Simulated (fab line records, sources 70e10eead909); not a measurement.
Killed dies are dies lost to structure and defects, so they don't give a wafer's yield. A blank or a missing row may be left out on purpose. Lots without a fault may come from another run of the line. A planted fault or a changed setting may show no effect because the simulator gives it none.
fab line records | flow nand_harc
record lots=7 wafers=21 last_day=34
route steps=1302 shown A_CHANNEL_HOLE_D1@480 A_CHANNEL_FILL_D1@490 END@1302
lots that met no fault: from a run of the same line without faults
start_h: hours from the record's first day to the start of the lot's first wafer shown | wait_h: hours since the lot's step before | " the same as in the row above | L1.1+2: a row that stands for several wafers | - no value, or no start given | * or withheld: withheld | < > ~ a bound
route shown NAME@n: a module of which the file shows steps, and the number in the route of the first | usual: mean/standard deviation of fault-free wafers | same: alike in all rows | chamber/n: place in a boat | sites: the reading at each site | _std_site: their standard deviation | _edge_site: outer sites' mean less inner sites' | radius_mm: how far each site lies from the wafer's centre | mask NAME#n: copy n | behind: the tool/chamber that last shaped the wafer | hold: why the lot was held/for how many hours/how that ended | device: the transistor (n, p or np) that didn't switch | end of line: the same wafers' tests at the end of the route | a step without rows: its recipe alone | killed: dies lost to structure and defects at the first sort, not the wafer's yield | map: a wafer's dies, x killed, . not, _ none there
set.NAME: the setting as run; set.NAME@STEP: as run at that earlier step | model.NAME: the simulator's own value behind a step, which no gauge read
lots at some steps of the route; a table a step, a row a wafer
services: from which hour (start_h, from the record's first day; less than 0 if before it) a tool's chamber was out of use, for how many hours, and why
## steps
# step NHARC_A_CHANNEL_HOLE_D1_STRIP_41
# recipe n2_flow_sccm=150 h2_flow_sccm=150 ar_flow_sccm=0 bias_w=0 chemistry=N2/H2
# step NHARC_A_CHANNEL_HOLE_D1_STRIP_42
# recipe cf4_flow_sccm=100 chf3_flow_sccm=30 ar_flow_sccm=0 bias_w=0 chemistry=CF4/CHF3
# step NHARC_A_CHANNEL_HOLE_D1_STRIP_43
# recipe o2_flow_sccm=400 cos_flow_sccm=20 ar_flow_sccm=0 bias_w=0 chemistry=O2/COS
# step NHARC_A_CHANNEL_HOLE_D1_ETCH_44
# recipe target_depth_a=1400 overetch_a=140 time_s=77 ion_energy_ev=100 cf4_flow_sccm=80 o2_flow_sccm=20 ar_flow_sccm=0 rf_w=300 bias_w=100 chemistry=CF4/O2
# usual drypump_motor_current_A=5.9/0.48 oes_product_au=0.996/0.011 rf_fwd_power_W=297.9/1 rf_vpp_V=197.8/1.3 showerhead_plenum_p_Torr=1.33/0.048 throttle_valve_pct=13.397/0.0092
# columns lot.wafer tool chamber start_h wait_h drypump_motor_current_A oes_product_au rf_fwd_power_W rf_hours_counter_h rf_vpp_V showerhead_plenum_p_Torr throttle_valve_pct
L573.1 rie_diel-06 1 226.74 0.0 5.6 1.010 298.9 8 200.2 1.40 13.406
L573.3 " 0 " " 5.9 1.009 298.1 8 197.6 1.36 13.397
L573.5 " 2 " " 6.7 0.987 297.4 - 197.5 1.28 13.397
L576.2 rie_diel-06 1 258.83 0.1 5.6 0.991 297.4 11 199.7 1.39 13.389
L576.6 " 3 " " 5.9 0.990 298.0 - 197.6 1.32 13.382
L576.5 " 0 " " 5.9 1.003 297.6 - 199.4 1.36 13.388
L582.2 rie_diel-05 3 338.05 0.1 5.2 0.991 299.7 35 195.0 1.28 13.391
L582.4 " 0 " " 5.4 0.986 298.9 34 197.4 1.36 13.394
L582.6 " 2 " " 6.7 1.005 295.8 - 197.4 1.32 13.410
L584.1 rie_diel-06 3 343.17 0.1 5.9 0.987 297.9 2 198.0 1.32 13.390
L584.5 " 0 " " 5.9 0.981 297.0 - 199.4 1.36 13.387
L584.6 " 1 " " 5.7 0.980 297.6 - 197.4 1.39 13.396
L586.3 rie_diel-06 1 363.98 0.1 5.7 0.999 298.3 4 199.4 1.39 13.404
L586.1 " 2 " " 6.7 0.982 296.8 4 196.0 1.27 13.412
L586.6 " 3 " " 5.9 0.991 298.8 - 197.5 1.32 13.402
L588.2 rie_diel-06 1 381.87 0.0 5.7 1.003 297.1 6 199.3 1.39 13.388
L588.1 " 3 " " 5.9 0.994 300.0 7 197.7 1.32 13.399
L588.6 " 1 " " 5.7 1.000 297.1 - 198.8 1.39 13.387
L592.1 rie_diel-06 0 412.01 0.1 5.9 0.998 298.7 9 199.2 1.36 13.419
L592.3 " 2 " " 6.7 0.996 297.6 9 197.0 1.27 13.391
L592.5 " 0 " " 5.9 0.997 297.3 - 198.4 1.36 13.400
# step NHARC_A_CHANNEL_HOLE_D1_STRIP_27
# recipe o2_flow_sccm=500 ar_flow_sccm=0 bias_w=0 chemistry=O2
# usual drypump_motor_current_A=5.9/0.49 oes_product_au=0.996/0.011 rf_vpp_V=57.8/0.87 showerhead_plenum_p_Torr=3.53/0.12 throttle_valve_pct=17.038/0.0086
# columns lot.wafer tool chamber start_h wait_h drypump_motor_current_A oes_product_au rf_hours_counter_h rf_vpp_V showerhead_plenum_p_Torr throttle_valve_pct
L573.3 rie_diel-06 0 - - 5.9 0.999 8 57.5 3.59 17.048
L573.1 " 2 " " 6.7 0.982 7 56.5 3.38 17.036
L573.5 " 1 " " 5.7 1.011 - 58.7 3.68 17.034
L576.2 rie_diel-06 2 - - 6.7 0.970 10 57.7 3.38 17.028
L576.6 " 1 " " 5.7 0.997 - 58.4 3.68 17.044
L576.5 " 2 " " 6.7 0.983 - 57.4 3.38 17.028
L582.4 rie_diel-05 1 - - 5.2 1.014 36 58.0 3.39 17.038
L582.2 " 2 " " 6.7 1.005 38 57.7 3.49 17.055
L582.6 " 0 " " 5.4 0.995 - 59.4 3.60 17.046
L584.1 rie_diel-06 1 - - 5.7 0.986 2 57.4 3.68 17.057
L584.6 " 2 " " 6.7 0.976 - 57.3 3.37 17.033
L584.5 " 3 " " 5.9 0.987 - 56.5 3.48 17.050
L586.1 rie_diel-06 2 - - 6.7 0.995 4 56.9 3.37 17.027
L586.3 " 0 " " 5.9 0.981 4 59.0 3.58 17.037
L586.6 " 3 " " 5.9 0.993 - 59.5 3.48 17.044
L588.1 rie_diel-06 0 - - 5.9 0.996 7 57.2 3.58 17.022
L588.2 " 3 " " 5.9 1.002 7 57.3 3.48 17.040
L588.6 " 0 " " 5.9 0.986 - 58.0 3.58 17.029
L592.1 rie_diel-06 0 - - 5.9 1.003 9 59.0 3.58 17.035
L592.3 " 2 " " 6.7 0.988 9 58.0 3.37 17.042
L592.5 " 2 " " 6.7 0.989 - 58.3 3.37 17.045
# step NHARC_A_CHANNEL_HOLE_D1_PRECLEAN_28
# recipe time_s=* temp_c=50 bath_age_min=0 chemistry=SC1
# step NHARC_A_CHANNEL_HOLE_D1_SRD_29
# step NHARC_A_CHANNEL_HOLE_D1_CD_MEAS_30
# usual cd_nm=90.6/1.7
# columns lot.wafer tool chamber start_h wait_h cd_nm
L573.1 cd_sem-03 - 227.53 - 91.1
L573.3 " - " " 92.7
L573.5 " - " " 88.6
L576.2 cd_sem-03 - 259.61 - 91.4
L576.5 " - " " 91.4
L576.6 " - " " 86.1
L582.2 cd_sem-03 - 338.84 - 90.5
L582.4 " - " " 89.1
L582.6 " - " " 92.1
L584.1 cd_sem-03 - 343.94 - 89.1
L584.5 " - " " 89.8
L584.6 " - " " 90.3
L586.1 cd_sem-03 - 364.76 - 91.1
L586.3 " - " " 89.8
L586.6 " - " " 89.0
L588.1 cd_sem-01 - 382.67 - 92.2
L588.2 " - " " 89.6
L588.6 " - " " 88.6
L592.1 cd_sem-02 - 412.93 - 92.1
L592.3 " - " " 92.6
L592.5 " - " " 92.8
# step NHARC_A_CHANNEL_HOLE_D1_XSEM_31
# recipe landing_energy_ev=35000
# usual bot_cd_nm=75.2/1.8 bow_nm=8.62/0.28 tilt_deg=0.07/0.048
# columns lot.wafer tool chamber start_h wait_h bot_cd_nm bow_nm tilt_deg
L573.1 xsem-01 0 227.62 0.1 75.6 8.40 0.03
L573.3 " 0 " " 77.5 8.46 0.03
L573.5 " 0 " " 73.6 8.47 0.03
L576.2 xsem-01 0 259.69 0.1 74.5 8.37 0.09
L576.5 " 0 " " 74.8 8.31 0.09
L576.6 " 0 " " 70.0 8.38 0.09
L582.2 xsem-02 0 338.93 0.1 74.9 8.27 0.01
L582.4 " 0 " " 73.8 8.17 0.01
L582.6 " 0 " " 76.5 8.22 0.01
L584.1 xsem-02 0 344.03 0.1 74.4 8.72 0.03
L584.5 " 0 " " 74.9 8.73 0.03
L584.6 " 0 " " 76.1 8.77 0.03
L586.1 xsem-02 0 364.85 0.1 75.7 9.29 0.05
L586.3 " 0 " " 74.1 9.41 0.05
L586.6 " 0 " " 74.0 9.35 0.05
L588.1 xsem-02 0 382.76 0.1 76.6 8.67 0.12
L588.2 " 0 " " 73.4 8.63 0.11
L588.6 " 0 " " 72.8 8.62 0.12
L592.1 xsem-02 0 413.02 0.1 76.1 8.65 0.08
L592.3 " 0 " " 76.8 8.66 0.08
L592.5 " 0 " " 76.7 8.69 0.08
# step NHARC_A_CHANNEL_HOLE_D1_INSPECT_40
# usual raw_defect_count=80/27
# columns lot.wafer tool chamber start_h wait_h raw_defect_count
L573.1 defect_inspect-02 - 227.71 - 51
L573.3 " - " " 50
L573.5 " - " " 46
L576.2 defect_inspect-02 - 259.79 - 76
L576.5 " - " " 125
L576.6 " - " " 92
L582.2 defect_inspect-01 - 339.03 - 94
L582.4 " - " " 76
L582.6 " - " " 101
L584.1 defect_inspect-01 - 344.13 - 85
L584.5 " - " " 89
L584.6 " - " " 80
L586.1 defect_inspect-01 - 364.95 - 89
L586.3 " - " " 82
L586.6 " - " " 90
L588.1 defect_inspect-02 - 382.85 - 83
L588.2 " - " " 104
L588.6 " - " " 75
L592.1 defect_inspect-01 - 413.12 - 72
L592.3 " - " " 69
L592.5 " - " " 63
# step NHARC_A_CHANNEL_FILL_D1_PRECLEAN_00
# recipe time_s=* temp_c=50 bath_age_min=0 chemistry=SC1
# step NHARC_A_CHANNEL_FILL_D1_SRD_01
# step NHARC_A_CHANNEL_FILL_D1_ALD_02
# recipe target_thk_a=60 pulse_time_s=10 ald_cycles=60 temp_c=300 material=SiO2
# usual ald_cycles=60/0 heater_power_w=474/63 precursor_pulse_height_rel=0.999/0.021
# same pulse_time_s=10
# columns lot.wafer tool chamber start_h wait_h ald_cycles heater_power_w precursor_pulse_height_rel
L573.1 ald_hk-02 1 227.91 - 60 433 1.008
L573.3 " 0 " " 60 416 0.992
L573.5 " 1 " " 60 430 0.984
L576.2 ald_hk-03 1 260.05 - 60 468 0.978
L576.6 " 0 " " 60 402 1.006
L576.5 " 1 " " 60 473 0.994
L582.2 ald_hk-02 3 339.29 - 60 527 0.987
L582.4 " 0 " " 73 412 0.983
L582.6 " 3 " " 73 541 1.008
L584.1 ald_hk-02 1 344.54 - 60 438 1.004
L584.6 " 2 " " 73 588 0.981
L584.5 " 3 " " 73 530 1.002
L586.3 ald_hk-02 1 365.14 - 60 418 0.966
L586.1 " 0 " " 60 412 1.041
L586.6 " 2 " " 73 625 0.996
L588.1 ald_hk-04 3 383.06 - 60 500 0.997
L588.2 " 1 " " 60 446 0.998
L588.6 " 0 " " 60 501 1.005
L592.3 ald_hk-03 1 413.39 - 60 478 1.031
L592.1 " 2 " " 60 481 1.030
L592.5 " 0 " " 60 394 0.990
# step NHARC_A_CHANNEL_FILL_D1_ALD_03
# recipe target_thk_a=60 pulse_time_s=60 ald_cycles=58 temp_c=630 pressure_torr=2 material=SiNx
# usual ald_cycles=58/0 precursor_pulse_height_rel=0.999/0.02
# same pulse_time_s=60
# columns lot.wafer tool chamber start_h wait_h ald_cycles precursor_pulse_height_rel
L573.1 ald_sin_batch-02 0 - - 58 0.949
L573.3 " 0 " " 58 0.996
L573.5 " 0 " " 58 1.017
L576.2 ald_sin_batch-02 0 - - 58 1.009
L576.5 " 0 " " 58 1.005
L576.6 " 0 " " 58 1.018
L582.2 ald_sin_batch-01 0 - - 58 1.025
L582.4 " 0 " " 58 1.004
L582.6 " 0 " " 58 0.981
L584.1 ald_sin_batch-03 0 - - 58 1.001
L584.5 " 0 " " 58 1.031
L584.6 " 0 " " 58 1.032
L586.1 ald_sin_batch-03 0 - - 58 0.987
L586.3 " 0 " " 58 0.971
L586.6 " 0 " " 58 1.025
L588.1 ald_sin_batch-02 0 - - 58 1.001
L588.2 " 0 " " 58 0.980
L588.6 " 0 " " 58 1.000
L592.1 ald_sin_batch-02 0 - - 58 0.991
L592.3 " 0 " " 58 1.021
L592.5 " 0 " " 58 1.016
# step NHARC_END_SORT_01
# recipe temp_c=25
# usual killed_at_array=59/16 killed_at_other=0.7/1.1 killed_at_periphery=4/3 killed_dies=64/16 killed_open=3.4/1.8 killed_short=2.6/1.7
# same gross_dies=677
# columns lot.wafer tool chamber start_h wait_h killed_at_array killed_at_other killed_at_periphery killed_dies killed_open killed_short
L573.1 prober-02 0 594.84 2.5 47 0 1 48 4 2
L573.3 prober-02 0 596.43 3.1 57 0 3 60 5 2
L573.5 prober-02 0 598.03 3.7 39 0 1 40 4 1
L576.2 prober-01 0 639.77 2.8 62 0 8 70 5 0
L576.5 prober-01 0 642.20 3.7 69 0 10 79 2 1
L576.6 prober-01 0 643.01 4.0 81 0 8 89 2 7
L582.2 prober-01 0 705.85 2.8 47 0 12 59 7 2
L582.4 prober-01 0 707.44 3.4 44 0 9 53 5 3
L582.6 prober-01 0 709.04 4.0 46 1 8 55 3 0
L584.1 prober-02 0 714.70 2.5 62 0 2 64 2 3
L584.5 prober-02 0 717.91 3.7 82 0 2 84 6 3
L584.6 prober-02 0 718.71 4.0 77 0 2 79 4 3
L586.1 prober-02 0 734.02 2.5 98 0 2 100 4 2
L586.3 prober-02 0 735.57 3.0 85 0 4 89 4 2
L586.6 prober-02 0 737.91 3.9 100 0 1 101 2 7
L588.1 prober-01 0 763.38 2.5 50 0 4 54 2 4
L588.2 prober-01 0 764.16 2.8 35 4 2 41 3 2
L588.6 prober-01 0 767.27 3.9 64 0 5 69 7 1
L592.1 prober-02 0 802.57 2.5 55 0 6 61 2 8
L592.3 prober-02 0 804.19 3.1 53 0 3 56 3 0
L592.5 prober-02 0 805.80 3.7 58 0 5 63 5 6
# killed by level:class
L573.1 A_CHANNEL_HOLE_D2:chamber_film_flake=32 A_CHANNEL_HOLE_D1:chamber_film_flake=3 A_CONTACT:chamber_film_flake=3 A_DECK1_JOINT:chamber_film_flake=2 A_ONON_D1:geometric_particle:short=1 A_CHANNEL_FILL_D1:geometric_particle:open=1 A_DECK1_JOINT:geometric_particle:short=1 A_DECK1_JOINT:geometric_particle:open=1
L573.3 A_CHANNEL_HOLE_D2:chamber_film_flake=41 A_CHANNEL_HOLE_D1:chamber_film_flake=4 A_CONTACT:geometric_particle:open=2 P_ZERO_WELL:chamber_film_flake=2 A_DECK1_JOINT:chamber_film_flake=2 A_STAIRCASE:chamber_film_flake=2 P_BONDPAD:geometric_particle:open=1 A_CHANNEL_HOLE_D1:geometric_particle:short=1
L573.5 A_CHANNEL_HOLE_D2:chamber_film_flake=33 A_CHANNEL_FILL_D1:geometric_particle:open=2 P_M1:geometric_particle:open=1 A_ONON_D1:geometric_particle:short=1 A_M0:geometric_particle:open=1 A_STAIRCASE:chamber_film_flake=1 A_CONTACT:chamber_film_flake=1
L576.2 A_CHANNEL_HOLE_D1:chamber_film_flake=28 A_CHANNEL_HOLE_D2:chamber_film_flake=12 A_CONTACT:chamber_film_flake=8 A_STAIRCASE:chamber_film_flake=4 P_STI:chamber_film_flake=3 P_CONTACT:geometric_particle:open=2 P_GATE:chamber_film_flake=2 A_CHANNEL_FILL_D2:chamber_film_flake=2
L576.5 A_CHANNEL_HOLE_D1:chamber_film_flake=37 A_CONTACT:chamber_film_flake=11 A_CHANNEL_HOLE_D2:chamber_film_flake=7 P_STI:chamber_film_flake=5 P_M2:chamber_film_flake=4 A_STAIRCASE:chamber_film_flake=4 A_WL_FILL:chamber_film_flake=4 A_SLIT:chamber_film_flake=2
L576.6 A_CHANNEL_HOLE_D1:chamber_film_flake=35 A_CHANNEL_HOLE_D2:chamber_film_flake=14 A_CONTACT:chamber_film_flake=13 A_WL_FILL:chamber_film_flake=8 P_STI:chamber_film_flake=4 A_STAIRCASE:chamber_film_flake=4 A_WL_FILL:geometric_particle:short=2 P_CONTACT:geometric_particle:short=1
L582.2 A_CHANNEL_HOLE_D1:chamber_film_flake=32 P_GATE:chamber_film_flake=9 A_SLIT:chamber_film_flake=5 P_M0:geometric_particle:open=2 A_CHANNEL_FILL_D2:geometric_particle:open=2 A_DECK1_JOINT:chamber_film_flake=2 A_CONTACT:chamber_film_flake=2 P_M0:geometric_particle:short=1
L582.4 A_CHANNEL_HOLE_D1:chamber_film_flake=31 P_GATE:chamber_film_flake=5 A_CHANNEL_FILL_D2:geometric_particle:open=3 A_SLIT:chamber_film_flake=3 A_CONTACT:chamber_film_flake=2 P_STI:geometric_particle:open=1 P_CONTACT:geometric_particle:short=1 P_M0:geometric_particle:open=1
L582.6 A_CHANNEL_HOLE_D1:chamber_film_flake=34 P_GATE:chamber_film_flake=5 A_DECK1_JOINT:chamber_film_flake=4 A_SLIT:chamber_film_flake=3 P_STI:chamber_film_flake=2 A_STAIRCASE:chamber_film_flake=2 P_GATE:geometric_particle:open=1 A_CHANNEL_HOLE_D1:geometric_particle:open=1
L584.1 A_CHANNEL_HOLE_D1:chamber_film_flake=29 A_CHANNEL_HOLE_D2:chamber_film_flake=14 A_SLIT:chamber_film_flake=6 A_STAIRCASE:chamber_film_flake=4 A_WL_FILL:geometric_particle:short=2 A_CONTACT:chamber_film_flake=2 P_CONTACT:geometric_particle:short=1 A_WL_FILL:geometric_particle:open=1
L584.5 A_CHANNEL_HOLE_D1:chamber_film_flake=38 A_CHANNEL_HOLE_D2:chamber_film_flake=14 A_SLIT:chamber_film_flake=8 A_DECK1_JOINT:chamber_film_flake=4 A_STAIRCASE:chamber_film_flake=4 A_CONTACT:chamber_film_flake=4 A_DECK1_JOINT:geometric_particle:short=2 A_DECK1_JOINT:geometric_particle:open=2
L584.6 A_CHANNEL_HOLE_D1:chamber_film_flake=29 A_CHANNEL_HOLE_D2:chamber_film_flake=21 A_SLIT:chamber_film_flake=7 A_CONTACT:chamber_film_flake=6 A_STAIRCASE:chamber_film_flake=3 A_DECK1_JOINT:geometric_particle:open=2 A_DECK1_JOINT:chamber_film_flake=2 P_ZERO_WELL:geometric_particle:short=1
L586.1 A_CHANNEL_HOLE_D1:chamber_film_flake=37 A_SLIT:chamber_film_flake=33 A_CHANNEL_HOLE_D2:chamber_film_flake=15 A_WL_FILL:chamber_film_flake=5 A_CONTACT:chamber_film_flake=3 P_M0:geometric_particle:open=1 A_ONON_D1:geometric_particle:open=1 A_CHANNEL_FILL_D1:geometric_particle:short=1
L586.3 A_CHANNEL_HOLE_D1:chamber_film_flake=27 A_CHANNEL_HOLE_D2:chamber_film_flake=27 A_SLIT:chamber_film_flake=20 A_CONTACT:chamber_film_flake=5 A_WL_FILL:geometric_particle:open=2 P_M0:geometric_particle:short=1 P_M0:geometric_particle:open=1 A_CHANNEL_HOLE_D1:geometric_particle:open=1
L586.6 A_CHANNEL_HOLE_D1:chamber_film_flake=35 A_CHANNEL_HOLE_D2:chamber_film_flake=29 A_SLIT:chamber_film_flake=21 A_CONTACT:chamber_film_flake=4 A_CHANNEL_FILL_D1:geometric_particle:short=3 A_M0:geometric_particle:short=2 A_WL_FILL:chamber_film_flake=2 P_STI:geometric_particle:short=1
L588.1 A_SLIT:chamber_film_flake=25 A_CHANNEL_HOLE_D2:chamber_film_flake=12 A_CHANNEL_HOLE_D1:chamber_film_flake=6 P_ZERO_WELL:chamber_film_flake=2 P_M1:chamber_film_flake=2 A_CHANNEL_HOLE_D1:geometric_particle:short=1 A_CHANNEL_FILL_D1:geometric_particle:short=1 A_CHANNEL_FILL_D1:geometric_particle:open=1
L588.2 A_SLIT:chamber_film_flake=17 A_CHANNEL_HOLE_D1:chamber_film_flake=7 A_CHANNEL_HOLE_D2:chamber_film_flake=7 THIN_TSV:chamber_film_flake=3 A_SOURCE_PLATE:geometric_particle:short=1 A_CHANNEL_HOLE_D1:geometric_particle:open=1 A_WL_FILL:geometric_particle:short=1 A_BLC:geometric_particle:open=1
L588.6 A_CHANNEL_HOLE_D2:chamber_film_flake=22 A_SLIT:chamber_film_flake=19 A_CHANNEL_HOLE_D1:chamber_film_flake=11 P_M1:chamber_film_flake=4 A_STAIRCASE:chamber_film_flake=4 A_ONON_D1:geometric_particle:open=2 P_CONTACT:geometric_particle:open=1 A_ONON_D1:geometric_particle:short=1
L592.1 A_CHANNEL_HOLE_D1:chamber_film_flake=21 A_SLIT:chamber_film_flake=17 A_STAIRCASE:chamber_film_flake=5 P_CONTACT:geometric_particle:short=2 A_CHANNEL_HOLE_D2:geometric_particle:short=2 A_DECK1_JOINT:chamber_film_flake=2 A_CONTACT:chamber_film_flake=2 P_CONTACT:geometric_particle:open=1
L592.3 A_SLIT:chamber_film_flake=21 A_CHANNEL_HOLE_D1:chamber_film_flake=17 A_CHANNEL_HOLE_D2:chamber_film_flake=4 A_STAIRCASE:chamber_film_flake=3 A_CONTACT:chamber_film_flake=3 A_ONON_D2:geometric_particle:open=2 A_WL_FILL:chamber_film_flake=2 P_CONTACT:geometric_particle:open=1
L592.5 A_CHANNEL_HOLE_D1:chamber_film_flake=22 A_SLIT:chamber_film_flake=20 A_CONTACT:chamber_film_flake=3 A_WL_FILL:chamber_film_flake=3 P_GATE:geometric_particle:short=1 P_CONTACT:geometric_particle:open=1 P_M0:geometric_particle:short=1 A_ONON_D2:geometric_particle:short=1
## services
# columns tool chamber start_h hours kind
ald_hk-02 - 211.96 1.4 repair
rie_diel-06 0 212.70 - clean
rie_diel-06 1 212.70 - clean
rie_diel-06 2 212.70 - clean
rie_diel-06 3 212.70 - clean
ald_hk-03 - 212.97 10.0 pm
rie_diel-05 - 229.60 9.0 pm
rie_diel-06 0 237.20 - clean
rie_diel-06 1 237.20 - clean
ald_hk-02 - 243.17 2.5 repair
ald_hk-04 - 254.80 10.0 pm
rie_diel-05 3 264.87 4.0 repair
ald_sin_batch-02 - 266.88 26.0 pm
ald_hk-03 - 281.42 0.5 repair
rie_diel-06 3 291.71 6.7 repair
rie_diel-06 - 307.21 9.0 pm
ald_sin_batch-02 - 334.27 1.5 repair
rie_diel-05 3 343.92 16.0 repair
ald_hk-04 - 351.85 1.2 repair
ald_hk-02 - 352.44 10.0 pm
xsem-01 - 374.00 14.0 pm
ald_hk-03 - 392.08 10.0 pm
rie_diel-06 1 403.52 15.9 repair
rie_diel-05 - 406.60 9.0 pm
## key
first_sign step=NHARC_A_CHANNEL_FILL_D1_ALD_02 reading=ald_cycles direction=up sigmas=99+ usual=60 struck=73
effect none on later readings
met_at NHARC_A_CHANNEL_FILL_D1_ALD_02
struck_wafers L582.4,L582.6,L584.5,L584.6,L586.6
tester_left_out L582,L584,L586
onset_between 227.91 339.29
fault kind=process_parameter_drift tool=ald_hk-02 chamber=- onset_h=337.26 steps=NHARC_A_CHANNEL_FILL_D1_ALD_02 channel=ald_cycles offset=13 shape=step end_h=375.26 scope=struck_wafers_only acts_in=these_recipes_only stated=60
# tester_left_out: of these lots the tester's yield and bins aren't shown, on N5 and GAA mostly nor the transistor test; their killed dies are dies lost to structure and defects alone, not to doping, threshold or leakage, so they don't give the yield
